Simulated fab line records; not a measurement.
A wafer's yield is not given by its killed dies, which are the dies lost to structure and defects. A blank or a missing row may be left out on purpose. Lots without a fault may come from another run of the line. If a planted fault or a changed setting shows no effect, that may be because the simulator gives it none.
A lot that was struck, set against a sound lot	flow nand harc	21 out of 1302 route steps
Sound: the wafers L406.3, L406.5, L406.6. Struck: wafer L418.3. (L418.1, L418.4 of the same lot were not struck and are left out.) The cause comes at the end.
At each step with rows: each side's tool, then ch and its chambers, then its first start. Under that, the readings that differ: sound wafers	struck wafers	difference of the means	sigmas: that difference in standard deviations of wafers without a fault.
alike: a reading whose means differ by less than 2 such deviations, as well as words and numbers matching on both sides. not compared: withheld readings; readings where some wafer has no value; bounds like >300 that might hide an equal value; numbers whose values overlap and for which the record gives no deviation.
A row with sigmas, a row that says differs or no value, or rows on one side alone: a step with any of these is where the two part. Numbers that have no deviation but don't overlap get no sigmas and don't part them. Lack of a reading on every wafer of one side parts them only where that side has two or more wafers.

NHARC_A_BLC_CMP_25: polishes, t overpolish 30 s, target thk 150 nm.
  sound on cmp-04 ch 0,1, day 27 06:34; struck on cmp-04 ch 0, day 31 07:56
reading	sound	struck	difference	sigmas
motor current A (A)	14.3 13.9 11.8	11.0	-2.3	-2
overpolish run s (s)	30.001 30.011 30.014	29.989	-0.020	-2
  alike: time to endpoint s
next, for these wafers, 1 step has no rows: NHARC_A_BLC_SRD_27.
NHARC_A_BLC_INSPECT_28:
  sound on defect inspect-02 at day 27 06:56; struck on defect inspect-02 at day 31 08:19
  alike: raw defect count
then, 8 steps without rows for these wafers: NHARC_A_M0_DEP_00 (deposits SiOC, target thk 150 nm); NHARC_A_M0_DEHYDRATE_01 (time 120 s); NHARC_A_M0_HMDS_02 (time 30 s); NHARC_A_M0_COAT_33 (time 65 s); NHARC_A_M0_COAT_03 (resist thk 90 nm); NHARC_A_M0_SOFTBAKE_04 (time 55 s); NHARC_A_M0_EBR_05; NHARC_A_M0_EXPOSE_06 (exposes mask A M0, target cd 80 nm).
NHARC_A_M0_PEB_07: peb time 65 s.
  sound on litho track-04 ch 0, day 27 07:46; struck on litho track-01 ch 0, day 31 09:08
  alike: chill plate temp C
then, 1 step without rows for these wafers: NHARC_A_M0_DEVELOP_08 (develop time 35 s).
NHARC_A_M0_CD_MEAS_09: target cd 80 nm.
  sound on cd sem-03 ch 0, day 27 07:52; struck on cd sem-03 ch 0, day 31 09:13
  alike: cd nm
NHARC_A_M0_OVL_MEAS_10: pitch 160 nm.
  sound on overlay-01 at day 27 07:56; struck on overlay-02 at day 31 09:18
reading	sound	struck	difference	sigmas
overlay x nm (nm)	1.3 0.9 1.1	-1.4	-2.5	-3
  alike: overlay y nm
NHARC_A_M0_INSPECT_11:
  sound on defect inspect-01 at day 27 07:59; struck on defect inspect-01 at day 31 09:20
  alike: raw defect count
NHARC_A_M0_DESCUM_14: chemistry O2, time 3 s.
  sound on rie diel-05 ch 1,2, day 27 08:03; struck on rie diel-01 ch 2, day 31 09:24
reading	sound	struck	difference	sigmas
oes product au (a.u.)	0.988 0.992 0.989	1.012	+0.022	+2
model.A_M0.cd nm (nm)	79.73 79.86 79.83	81.29	+1.48	
  alike: chamber pressure mTorr, drypump motor current A, rf vpp V, showerhead plenum p Torr, throttle valve pct
  not compared: rf hours counter h
NHARC_A_M0_ETCH_34: etches the open film in N2/H2, target depth 40 nm, overetch 12 nm, time 43.94 s.
  sound on rie diel-05 ch 1,2,3, day 27 08:08; struck on rie diel-01 ch 2, day 31 09:29
  alike: chamber pressure mTorr, drypump motor current A, oes product au, rf vpp V, showerhead plenum p Torr, throttle valve pct
  not compared: rf hours counter h
NHARC_A_M0_ETCH_15: etches the open film in C4F8/Ar, target depth 150 nm, overetch 15 nm, time 82.5 s.
  sound: rie diel-05 ch 0,2,3; struck: rie diel-01 ch 2
reading	sound	struck	difference	sigmas
chamber pressure mTorr (mTorr)	25.015 24.994 25.019	24.930	-0.079	-4
model.A_M0.cd nm (nm)	79.56 79.79 80.27	81.23	+1.36	
  alike: oes product au, rf vpp V
  not compared: rf hours counter h
NHARC_A_M0_CD_MEAS_16:
  sound on cd sem-03 at day 27 08:21; struck on cd sem-03 at day 31 09:42
  alike: cd nm
NHARC_END_SORT_01:
  sound on prober-02 ch 0, day 29 15:00; struck on prober-02 ch 0, day 33 08:47
  alike: defect limited yield, killed at array, killed at other, killed at periphery, killed dies, killed open, killed short

## WHERE THEY PART
First at NHARC_A_BLC_CMP_25; last, within this record, at NHARC_A_M0_ETCH_15. Later steps at which nothing parts them and some readings are alike: NHARC_A_M0_CD_MEAS_16, NHARC_END_SORT_01.

WHY: what the simulator had put in
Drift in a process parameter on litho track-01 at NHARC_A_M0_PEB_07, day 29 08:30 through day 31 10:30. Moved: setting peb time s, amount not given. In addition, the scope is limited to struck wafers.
